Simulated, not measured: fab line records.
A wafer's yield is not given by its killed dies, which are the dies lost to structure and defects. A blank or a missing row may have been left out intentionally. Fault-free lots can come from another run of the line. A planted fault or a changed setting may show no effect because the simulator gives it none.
fab line records	flow n5Finfet
[record] lots = 7	wafers = 21
route steps=1938 shown BEOL_M5@1123 BEOL_M6@1198
startH: hours from the record's opening day to when the first of the lot's shown wafers began	waitH: hours elapsed since this lot's preceding step	" the same as in the row above	L1.1+2: a row that stands for several wafers	- no value present, or no start provided	* or withheld: withheld	< > ~ a bound
route shown NAME@n: a module of which the file shows steps, and the number in the route of the first	usual: the fault-free wafers' mean and standard deviation	same: alike in all rows	chamber/n: place in a boat	sites: per-site readings	_std_site: the values' standard deviation	_edge_site: outer sites' mean less inner sites'	radiusMm: for every site, how far away it sits from the centre of the wafer	mask NAME#n: copy n	behind: the last tool/chamber to shape the wafer	hold: why the lot was held/for how many hours/how that ended	device: transistor that didn't switch, given as n, p or np	end of line: tests run on the same wafers once the route is complete	where a step has no rows: the recipe by itself	killed: at the first sort, the dies lost to defects and structure; wafer yield is something else	map: a wafer's dies, marking killed ones x, the rest . and places with no die _
set.NAME: the setting as run; set.NAME@STEP: as run at that earlier step	model.NAME: the simulator's own value behind a step, which no gauge read
lots where settings were altered on purpose, with a table for each step and a row for each wafer
[[steps]]
[step N5_BEOL_M5_EXPOSE_08]
[recipe] maskId = M5	na = 0.33	sourceShape = annular	sigmaInner = 0.4	sigmaOuter = 0.8	polarization = unpolarized	targetCdNm = 28	doseMj = 35.75
lot.wafer	tool	chamber	startH	waitH	mask	set.doseMj
L074.1+2+6	euvScanner-01	0	166.19	-	M5#0	35.75
L075.1+4	euvScanner-01	0	185.28	-	M5#0	34.76
L075.5	"	0	"	"	M5#0	35.75
L076.2+3+6	euvScanner-01	0	192.23	-	M5#0	35.75
L079.2+3	euvScanner-01	0	201.25	-	M5#0	35.75
L079.4	"	0	"	"	M5#0	38.1
L080.3+6	euvScanner-02	0	217.68	-	M5#0	35.75
L080.5	"	0	"	"	M5#0	37.22
L092.1+5	euvScanner-01	0	276.74	-	M5#0	35.75
L092.4	"	0	"	"	M5#0	33.12
L096.2+4	euvScanner-02	0	304.32	-	M5#0	35.75
L096.6	"	0	"	"	M5#0	37.41
[step N5_BEOL_M5_PEB_09]
[recipe] pebTempC = 100	pebTimeS = 60	resist = CAR-EUV
[step N5_BEOL_M5_DEVELOP_10]
[recipe] developTimeS = 30	developer = TMAH	resist = CAR-EUV	rinseLiquid = surfactantRinse	dry = airSpin	devTempC = 23
[step N5_BEOL_M5_CD_MEAS_11]
[recipe] targetCdNm = 27.74	landingEnergyEv = 500	detector = seInlens
[usual] cdNm = 28.08/0.29
lot.wafer	tool	chamber	startH	waitH	set.doseMj@BEOL_M5_EXPOSE_08	cdNm
L074.1	cdSem-02	0	166.32	-	35.75	28.25
L074.2	"	0	"	"	35.75	28.39
L074.6	"	0	"	"	35.75	28.10
L075.1	cdSem-03	0	185.40	-	34.76	27.43
L075.4	"	0	"	"	34.76	27.19
L075.5	"	0	"	"	35.75	28.05
L076.2	cdSem-03	0	192.36	-	35.75	28.66
L076.3	"	0	"	"	35.75	27.88
L076.6	"	0	"	"	35.75	28.40
L079.2	cdSem-03	0	201.37	-	35.75	28.04
L079.3	"	0	"	"	35.75	27.92
L079.4	"	0	"	"	38.1	29.05
L080.3	cdSem-03	0	217.80	-	35.75	27.92
L080.5	"	0	"	"	37.22	28.37
L080.6	"	0	"	"	35.75	27.99
L092.1	cdSem-02	0	276.87	-	35.75	28.08
L092.4	"	0	"	"	33.12	26.47
L092.5	"	0	"	"	35.75	28.12
L096.2	cdSem-03	0	304.44	-	35.75	27.69
L096.4	"	0	"	"	35.75	27.88
L096.6	"	0	"	"	37.41	28.68
[step N5_BEOL_M5_DESCUM_16]
[recipe] chemistry = O2	timeS = 7	sourcePowerW = 50	biasPowerW = 20	pressureMtorr = 20	rfFrequencyHz = 2.712e+07	tempC = 40	resist = CAR-EUV	o2FlowSccm = 225
lot.wafer	tool	chamber	startH	waitH	set.doseMj@BEOL_M5_EXPOSE_08	model.BEOL_M5.cdNm
L074.1	rieDiel-03	1	166.44	0.0	35.75	28
L074.2	"	0	"	"	35.75	28.4
L074.6	"	3	"	"	35.75	27.8
L075.1	rieDiel-01	0	185.57	0.1	34.76	27.2
L075.4	"	1	"	"	34.76	27.4
L075.5	"	1	"	"	35.75	28
L076.2	rieDiel-03	2	192.56	0.1	35.75	28.6
L076.3	"	3	"	"	35.75	27.8
L076.6	"	3	"	"	35.75	28
L079.2	rieDiel-05	0	201.49	0.0	35.75	27.6
L079.3	"	1	"	"	35.75	27.8
L079.4	"	2	"	"	38.1	29.4
L080.3	rieDiel-01	0	217.92	0.0	35.75	27.8
L080.5	"	2	"	"	37.22	28.8
L080.6	"	3	"	"	35.75	28
L092.1	rieDiel-05	3	276.99	0.0	35.75	28.2
L092.4	"	0	"	"	33.12	26.2
L092.5	"	2	"	"	35.75	27.8
L096.2	rieDiel-01	1	304.56	0.0	35.75	28
L096.4	"	3	"	"	35.75	27.8
L096.6	"	2	"	"	37.41	28.8
[step N5_BEOL_M5_ETCH_72]
[recipe] chemistry = N2/H2	target = underlayer	targetDepthA = 65	maskMaterial = CAR-EUV	timeS = 5.2	ionEnergyEv = 200	pressureMtorr = 30	sourceW = 840	biasW = 150	n2FlowSccm = 200	h2FlowSccm = 200	ends = cleared
lot.wafer	tool	chamber	startH	waitH	set.doseMj@BEOL_M5_EXPOSE_08	model.BEOL_M5.cdNm
L074.1+6	rieDiel-03	1,3	166.47	0.0	35.75	28
L074.2	"	0	"	"	35.75	28.2
L075.1	rieDiel-01	0	185.60	0.0	34.76	27.2
L075.4	"	1	"	"	34.76	27.4
L075.5	"	1	"	"	35.75	28
L076.2	rieDiel-03	3	192.60	0.0	35.75	28.6
L076.3	"	0	"	"	35.75	27.8
L076.6	"	0	"	"	35.75	28
L079.2	rieDiel-05	0	201.53	0.0	35.75	27.6
L079.3	"	1	"	"	35.75	27.8
L079.4	"	2	"	"	38.1	29.4
L080.3	rieDiel-01	0	217.95	0.0	35.75	27.8
L080.5	"	2	"	"	37.22	28.8
L080.6	"	3	"	"	35.75	28
L092.1	rieDiel-05	3	277.03	0.0	35.75	28.2
L092.4	"	0	"	"	33.12	26
L092.5	"	2	"	"	35.75	27.8
L096.2	rieDiel-01	1	304.60	0.0	35.75	28
L096.4	"	3	"	"	35.75	27.8
L096.6	"	2	"	"	37.41	28.8
[step N5_BEOL_M5_ETCH_61]
[recipe] chemistry = CF4	target = SiARC	targetDepthA = 156	maskMaterial = CAR-EUV	timeS = 26	ionEnergyEv = 80	pressureMtorr = 40	sourceW = 545	biasW = 36	Ar_flow_sccm = 100	cf4FlowSccm = 100	ends = cleared
lot.wafer	tool	chamber	startH	waitH	set.doseMj@BEOL_M5_EXPOSE_08	model.BEOL_M5.cdNm
L074.1+6	rieDiel-03	1,3	166.49	0.0	35.75	28
L074.2	"	0	"	"	35.75	28.4
L075.1	rieDiel-01	0	185.62	0.0	34.76	27.2
L075.4	"	1	"	"	34.76	27.6
L075.5	"	1	"	"	35.75	28
L076.2	rieDiel-03	3	192.61	0.0	35.75	28.6
L076.3+6	"	0	"	"	35.75	28
L079.2	rieDiel-05	0	201.54	0.0	35.75	27.6
L079.3	"	1	"	"	35.75	28
L079.4	"	2	"	"	38.1	29.6
L080.3	rieDiel-01	0	217.97	0.0	35.75	27.6
L080.5	"	2	"	"	37.22	29
L080.6	"	3	"	"	35.75	28
L092.1	rieDiel-05	3	277.05	0.0	35.75	28.2
L092.4	"	0	"	"	33.12	26
L092.5	"	2	"	"	35.75	27.8
L096.2	rieDiel-01	1	304.62	0.0	35.75	28
L096.4	"	3	"	"	35.75	27.8
L096.6	"	2	"	"	37.41	28.8
[step N5_BEOL_M5_ETCH_62]
[recipe] chemistry = N2/H2	target = SOC	targetDepthA = 750	overetchA = 150	maskMaterial = SiARC	tempC = 40	timeS = 112.5	ionEnergyEv = 200	pressureMtorr = 30	sourceW = 840	biasW = 150	n2FlowSccm = 200	h2FlowSccm = 200
lot.wafer	tool	chamber	startH	waitH	set.doseMj@BEOL_M5_EXPOSE_08	model.BEOL_M5.cdNm
L074.1	rieDiel-03	1	166.52	0.0	35.75	27.6
L074.2+6	"	0,3	"	"	35.75	28.2
L075.1	rieDiel-01	0	185.65	0.0	34.76	27
L075.4	"	1	"	"	34.76	27.8
L075.5	"	1	"	"	35.75	28.4
L076.2	rieDiel-03	3	192.64	0.0	35.75	28.8
L076.3+6	"	0	"	"	35.75	28
L079.2	rieDiel-05	0	201.57	0.0	35.75	27.8
L079.3	"	1	"	"	35.75	28.2
L079.4	"	2	"	"	38.1	29.4
L080.3	rieDiel-01	0	218.00	0.0	35.75	27.4
L080.5	"	2	"	"	37.22	28.8
L080.6	"	3	"	"	35.75	28
L092.1	rieDiel-05	3	277.07	0.0	35.75	28.4
L092.4	"	0	"	"	33.12	26.4
L092.5	"	2	"	"	35.75	27.6
L096.2+4	rieDiel-01	1,3	304.64	0.0	35.75	27.8
L096.6	"	2	"	"	37.41	28.8
[step N5_BEOL_M5_STRIP_63]
[recipe] chemistry = N2/H2	tempC = 40	n2FlowSccm = 200	h2FlowSccm = 200	rfFrequencyHz = 6e+07
[step N5_BEOL_M5_STRIP_73]
[recipe] chemistry = N2/H2	tempC = 40	n2FlowSccm = 200	h2FlowSccm = 200	rfFrequencyHz = 6e+07
[step N5_BEOL_M5_HM_OPEN_17]
[recipe] chemistry = Cl2/BCl3	targetDepthA = 200	overetchA = 60	target = TiN	maskMaterial = SOC	ionEnergyEv = 150	pressureMtorr = 10	icpW = 1000	biasW = 126	Cl2_flow_sccm = 53.25	bcl3FlowSccm = 21.75	Ar_flow_sccm = 25
[step N5_BEOL_M5_STRIP_19]
[recipe] chemistry = O2	powerW = 400	tempC = 40	pressureMtorr = 30	rfFrequencyHz = 6e+07	biasPowerW = 0	overashFraction = 0.2	o2FlowSccm = 225
[step N5_BEOL_M5_CD_MEAS_18]
[recipe] pitchNm = 56	targetCdNm = 28
[usual] cdNm = 28.1/0.4
lot.wafer	tool	chamber	startH	waitH	set.doseMj@BEOL_M5_EXPOSE_08	cdNm
L074.1	cdSem-02	-	166.87	0.0	35.75	27.8
L074.2	"	-	"	"	35.75	28.1
L074.6	"	-	"	"	35.75	28.5
L075.1	cdSem-03	-	186.01	0.0	34.76	27.1
L075.4	"	-	"	"	34.76	27.6
L075.5	"	-	"	"	35.75	28.0
L076.2	cdSem-03	-	192.99	0.1	35.75	28.7
L076.3	"	-	"	"	35.75	28.2
L076.6	"	-	"	"	35.75	28.2
L079.2	cdSem-02	-	201.92	0.1	35.75	28.0
L079.3	"	-	"	"	35.75	28.2
L079.4	"	-	"	"	38.1	29.1
L080.3	cdSem-03	-	218.39	0.1	35.75	27.2
L080.5	"	-	"	"	37.22	29.3
L080.6	"	-	"	"	35.75	28.0
L092.1	cdSem-02	-	277.42	0.0	35.75	28.5
L092.4	"	-	"	"	33.12	26.5
L092.5	"	-	"	"	35.75	27.9
L096.2	cdSem-01	-	305.02	0.1	35.75	27.7
L096.4	"	-	"	"	35.75	27.9
L096.6	"	-	"	"	37.41	28.8
[step N5_BEOL_M5_COAT_65]
[recipe] resist = SOC	tempC = 250	timeS = 60	spinRpm = 1500	resistThkNm = 60
[step N5_BEOL_M5_COAT_66]
[recipe] resist = SiARC	tempC = 220	timeS = 60	spinRpm = 1500	resistThkNm = 12
[step N5_BEOL_M5_DESCUM_33]
[recipe] chemistry = O2	timeS = 7	sourcePowerW = 50	biasPowerW = 20	pressureMtorr = 20	rfFrequencyHz = 2.712e+07	tempC = 40	resist = CAR-EUV	o2FlowSccm = 225
[step N5_BEOL_M5_ETCH_75]
[recipe] chemistry = N2/H2	target = underlayer	targetDepthA = 65	maskMaterial = CAR-EUV	timeS = 5.2	ionEnergyEv = 200	pressureMtorr = 30	sourceW = 840	biasW = 150	n2FlowSccm = 200	h2FlowSccm = 200	ends = cleared
[step N5_BEOL_M5_ETCH_67]
[recipe] chemistry = CF4	target = SiARC	targetDepthA = 156	maskMaterial = CAR-EUV	timeS = 26	ionEnergyEv = 80	pressureMtorr = 40	sourceW = 545	biasW = 36	Ar_flow_sccm = 100	cf4FlowSccm = 100	ends = cleared
lot.wafer	tool	chamber	startH	waitH	set.doseMj@BEOL_M5_EXPOSE_08	model.BEOL_M5.cdNm
L074.1	rieDiel-03	3	169.13	0.0	35.75	27.8
L074.2	"	2	"	"	35.75	28.2
L074.6	"	3	"	"	35.75	28.4
L075.1	rieDiel-03	1	186.68	0.0	34.76	27.2
L075.4	"	2	"	"	34.76	27.8
L075.5	"	3	"	"	35.75	28.4
L076.2	rieDiel-01	1	194.38	0.0	35.75	28.6
L076.3+6	"	2,1	"	"	35.75	28.4
L079.2+3	rieDiel-01	3,0	202.41	0.0	35.75	28.2
L079.4	"	2	"	"	38.1	29.8
L080.3	rieDiel-01	1	219.08	0.0	35.75	27.2
L080.5	"	3	"	"	37.22	29.2
L080.6	"	2	"	"	35.75	28
L092.1	rieDiel-01	1	280.26	0.0	35.75	28.4
L092.4	"	2	"	"	33.12	26.8
L092.5	"	1	"	"	35.75	27.8
L096.2	rieDiel-05	3	307.20	0.0	35.75	27.6
L096.4	"	1	"	"	35.75	28.4
L096.6	"	3	"	"	37.41	28.6
[step N5_BEOL_M5_ETCH_68]
[recipe] chemistry = N2/H2	target = SOC	targetDepthA = 800	overetchA = 160	maskMaterial = SiARC	tempC = 40	timeS = 120	ionEnergyEv = 200	pressureMtorr = 30	sourceW = 840	biasW = 150	n2FlowSccm = 200	h2FlowSccm = 200
[step N5_BEOL_M5_STRIP_69]
[recipe] chemistry = N2/H2	tempC = 40	n2FlowSccm = 200	h2FlowSccm = 200	rfFrequencyHz = 6e+07
[step N5_BEOL_M5_PRECLEAN_42]
[recipe] chemistry = residueRemover	timeS = 60	tempC = 40
[step N5_BEOL_M5_SRD_43]
[recipe] timeS = 30	tempC = 23	rinseLiquid = diw	dry = ipaMarangoni
[step N5_BEOL_M5_CD_MEAS_35]
[recipe] targetCdNm = 28	targetCdYNm = 24	polarity = opening
[usual] cdNm = 28.0/0.42
lot.wafer	tool	chamber	startH	waitH	set.doseMj@BEOL_M5_EXPOSE_08	cdNm
L074.1	cdSem-01	-	169.75	0.0	35.75	27.6
L074.2	"	-	"	"	35.75	28.5
L074.6	"	-	"	"	35.75	28.3
L075.1	cdSem-02	-	187.20	0.0	34.76	26.6
L075.4	"	-	"	"	34.76	27.9
L075.5	"	-	"	"	35.75	28.0
L076.2	cdSem-01	-	194.90	0.0	35.75	28.6
L076.3	"	-	"	"	35.75	28.3
L076.6	"	-	"	"	35.75	28.3
L079.2	cdSem-02	-	202.93	0.0	35.75	27.5
L079.3	"	-	"	"	35.75	28.2
L079.4	"	-	"	"	38.1	29.8
L080.3	cdSem-03	-	219.61	0.0	35.75	27.1
L080.5	"	-	"	"	37.22	28.9
L080.6	"	-	"	"	35.75	27.3
L092.1	cdSem-02	-	280.79	0.0	35.75	28.4
L092.4	"	-	"	"	33.12	26.2
L092.5	"	-	"	"	35.75	27.6
L096.2	cdSem-03	-	307.72	0.0	35.75	27.9
L096.4	"	-	"	"	35.75	27.9
L096.6	"	-	"	"	37.41	28.8
[step N5_BEOL_M6_HM_DEP_02]
[recipe] material = TiN	targetThkA = 200	tempC = 25	chamberPressurePa = 0.49996
lot.wafer	tool	chamber	startH	waitH	set.targetThkA	model.TiN_of_BEOL_M6_HM_DEP_02.thkNm
L074.1	pvdSputter-03	-	178.34	0.8	200	20.2
L074.2	"	-	"	"	200	19.8
L074.6	"	-	"	"	200	20
L075.1	pvdSputter-02	-	195.52	0.2	187.3	18.4
L075.4+5	"	-	"	"	187.3	18.8
L076.2+3+6	pvdSputter-03	-	202.90	0.7	226.5	22.8
L079.2	pvdSputter-02	-	213.07	1.9	200	20.2
L079.3	"	-	"	"	176.8	17.8
L079.4	"	-	"	"	176.8	17.4
L080.3	pvdSputter-03	-	227.52	0.6	200	19.6
L080.5	"	-	"	"	200	20
L080.6	"	-	"	"	178.7	18
L092.1	pvdSputter-03	-	288.56	0.6	200	20.4
L092.4	"	-	"	"	200	20
L092.5	"	-	"	"	218.5	21.8
L096.2	pvdSputter-03	-	317.00	0.6	200	19.6
L096.4	"	-	"	"	200	20.2
L096.6	"	-	"	"	210.3	21
[step N5_BEOL_M6_EXPOSE_08]
[recipe] maskId = M6	na = 1.35	sourceShape = dipole	sigmaInner = 0.817	sigmaOuter = 0.97	polarization = te	doseMj = 68.25
lot.wafer	tool	chamber	startH	waitH	mask	set.doseMj
L074.1+2+6	arfiScanner-02	0	178.71	-	M6#0	68.25
L075.1	arfiScanner-03	0	195.89	-	M6#0	66.84
L075.4+5	"	0	"	"	M6#0	68.25
L076.2+6	arfiScanner-02	0	203.27	-	M6#0	68.25
L076.3	"	0	"	"	M6#0	72.77
L079.2+3+4	arfiScanner-01	0	213.44	-	M6#0	68.25
L080.3+5+6	arfiScanner-01	0	227.91	-	M6#0	68.25
L092.1+4+5	arfiScanner-01	0	288.93	-	M6#0	68.25
L096.2+4+6	arfiScanner-03	0	317.38	-	M6#0	68.25
[step N5_BEOL_M6_PEB_09]
[recipe] pebTempC = withheld	pebTimeS = 60	resist = CAR-ArF
[step N5_BEOL_M6_DEVELOP_10]
[recipe] developTimeS = 30	developer = TMAH	resist = CAR-ArF	rinseLiquid = diw	dry = airSpin	devTempC = 23
[step N5_BEOL_M6_CD_MEAS_11]
[recipe] targetCdNm = 38.5	landingEnergyEv = 500	detector = seInlens	polarity = opening
[usual] cdNm = 38.5/0.47
lot.wafer	tool	chamber	startH	waitH	set.doseMj@BEOL_M6_EXPOSE_08	cdNm
L074.1	cdSem-01	0	178.84	-	68.25	38.5
L074.2	"	0	"	"	68.25	38.4
L074.6	"	0	"	"	68.25	38.7
L075.1	cdSem-02	0	196.01	-	66.84	37.5
L075.4	"	0	"	"	68.25	38.0
L075.5	"	0	"	"	68.25	38.5
L076.2	cdSem-03	0	203.40	-	68.25	38.2
L076.3	"	0	"	"	72.77	42.0
L076.6	"	0	"	"	68.25	38.9
L079.2	cdSem-02	0	213.57	-	68.25	38.3
L079.3	"	0	"	"	68.25	37.7
L079.4	"	0	"	"	68.25	38.2
L080.3	cdSem-03	0	228.03	-	68.25	38.3
L080.5	"	0	"	"	68.25	38.4
L080.6	"	0	"	"	68.25	37.9
L092.1	cdSem-03	0	289.06	-	68.25	39.4
L092.4	"	0	"	"	68.25	38.2
L092.5	"	0	"	"	68.25	38.9
L096.2	cdSem-02	0	317.50	-	68.25	38.7
L096.4	"	0	"	"	68.25	38.8
L096.6	"	0	"	"	68.25	39.2
[step N5_BEOL_M6_STRIP_68]
[recipe] chemistry = N2/H2	tempC = 40	n2FlowSccm = 200	h2FlowSccm = 200	rfFrequencyHz = 6e+07
[step N5_BEOL_M6_STRIP_67]
[recipe] chemistry = CF4	resist = SiARC	powerW = 300	biasPowerW = 75	pressureMtorr = 50	cf4FlowSccm = 150	rfFrequencyHz = 6e+07
[step N5_BEOL_M6_HM_OPEN_17]
[recipe] chemistry = Cl2/BCl3	targetDepthA = 200	overetchA = 60	target = TiN	maskMaterial = SOC	ionEnergyEv = 150	pressureMtorr = 10	icpW = 1000	biasW = 126	Cl2_flow_sccm = 53.25	bcl3FlowSccm = 21.75	Ar_flow_sccm = 25
lot.wafer	tool	chamber	startH	waitH	set.targetThkA@BEOL_M6_HM_DEP_02	model.etch.depthNm
L074.1	rieMetal-03	0	179.45	0.0	200	20.13
L074.2	"	1	"	"	200	19.84
L074.6	"	1	"	"	200	20.08
L075.1	rieMetal-01	0	196.38	0.0	187.3	18.49
L075.4	"	1	"	"	187.3	18.7
L075.5	"	0	"	"	187.3	18.76
L076.2	rieMetal-01	0	203.76	0.0	226.5	22.88
L076.3	"	0	"	"	226.5	22.74
L076.6	"	0	"	"	226.5	22.73
L079.2	rieMetal-02	0	213.93	0.0	200	20.19
L079.3	"	0	"	"	176.8	17.73
L079.4	"	1	"	"	176.8	17.33
L080.3	rieMetal-03	0	228.42	0.1	200	19.64
L080.5	"	0	"	"	200	20.06
L080.6	"	1	"	"	178.7	18.04
L092.1	rieMetal-01	1	289.43	0.0	200	20.32
L092.4	"	0	"	"	200	20.01
L092.5	"	1	"	"	218.5	21.75
L096.2	rieMetal-02	1	317.86	0.0	200	19.67
L096.4	"	0	"	"	200	20.2
L096.6	"	1	"	"	210.3	21.1
[step N5_BEOL_M6_TRENCH_ETCH_37]
[recipe] chemistry = C4F6/O2	targetDepthA = 944.35	target = SiCOH_lowk	timeS = 31.5	ionEnergyEv = 250	pressureMtorr = 30	sourceW = 345	biasW = 185	Ar_flow_sccm = 300	C4F6_flow_sccm = 10	O2_flow_sccm = 10
lot.wafer	tool	chamber	startH	waitH	set.sourceW	set.targetThkA@BEOL_M6_HM_DEP_02	model.TiN_of_BEOL_M6_HM_DEP_02.thkNm
L074.1	rieDiel-06	2	-	-	345	200	17.6
L074.2+6	"	3,1	"	"	345	200	17.2
L075.1	rieDiel-02	2	-	-	345	187.3	15.8
L075.4	"	3	"	"	323.7	187.3	16
L075.5	"	2	"	"	345	187.3	16.2
L076.2+6	rieDiel-06	0,2	-	-	345	226.5	20.2
L076.3	"	3	"	"	345	226.5	20
L079.2	rieDiel-06	3	-	-	285.9	200	17.6
L079.3	"	0	"	"	345	176.8	15
L079.4	"	1	"	"	285.9	176.8	14.8
L080.3	rieDiel-04	2	-	-	345	200	17
L080.5	"	0	"	"	371.4	200	17.4
L080.6	"	3	"	"	345	178.7	15.2
L092.1	rieDiel-02	1	-	-	345	200	17.8
L092.4	"	3	"	"	345	200	17.2
L092.5	"	2	"	"	345	218.5	19.2
L096.2	rieDiel-02	3	-	-	406.1	200	16.8
L096.4	"	0	"	"	345	200	17.4
L096.6	"	2	"	"	345	210.3	18.4
[[key]]
[split] step = N5_BEOL_M5_EXPOSE_08	setting = doseMj	stated = 35.75	by = wafer
[response] step = N5_BEOL_M5_CD_MEAS_11	reading = cdNm	change = +0.188	per = 1%	r = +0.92
[response] step = N5_BEOL_M5_DESCUM_16	reading = model.BEOL_M5.cdNm	change = +0.239	per = 1%	r = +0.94
[response] step = N5_BEOL_M5_ETCH_72	reading = model.BEOL_M5.cdNm	change = +0.249	per = 1%	r = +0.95
[response] step = N5_BEOL_M5_ETCH_61	reading = model.BEOL_M5.cdNm	change = +0.26	per = 1%	r = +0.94
[response] step = N5_BEOL_M5_ETCH_62	reading = model.BEOL_M5.cdNm	change = +0.229	per = 1%	r = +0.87
[response] step = N5_BEOL_M5_CD_MEAS_18	reading = cdNm	change = +0.223	per = 1%	r = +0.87
[response] step = N5_BEOL_M5_ETCH_67	reading = model.BEOL_M5.cdNm	change = +0.223	per = 1%	r = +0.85
[response] step = N5_BEOL_M5_CD_MEAS_35	reading = cdNm	change = +0.273	per = 1%	r = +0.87
[split] step = N5_BEOL_M6_HM_DEP_02	setting = targetThkA	stated = 200	by = wafer
[response] step = N5_BEOL_M6_HM_DEP_02	reading = model.TiN_of_BEOL_M6_HM_DEP_02.thkNm	change = +0.194	per = 1%	r = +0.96
[response] step = N5_BEOL_M6_HM_OPEN_17	reading = model.etch.depthNm	change = +0.196	per = 1%	r = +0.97
[response] step = N5_BEOL_M6_TRENCH_ETCH_37	reading = model.TiN_of_BEOL_M6_HM_DEP_02.thkNm	change = +0.208	per = 1%	r = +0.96
[split] step = N5_BEOL_M6_EXPOSE_08	setting = doseMj	stated = 68.25	by = wafer
[response] step = N5_BEOL_M6_CD_MEAS_11	reading = cdNm	change = +0.511	per = 1%	r = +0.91
[split] step = N5_BEOL_M6_TRENCH_ETCH_37	setting = sourceW	stated = 345	by = wafer
response none clear
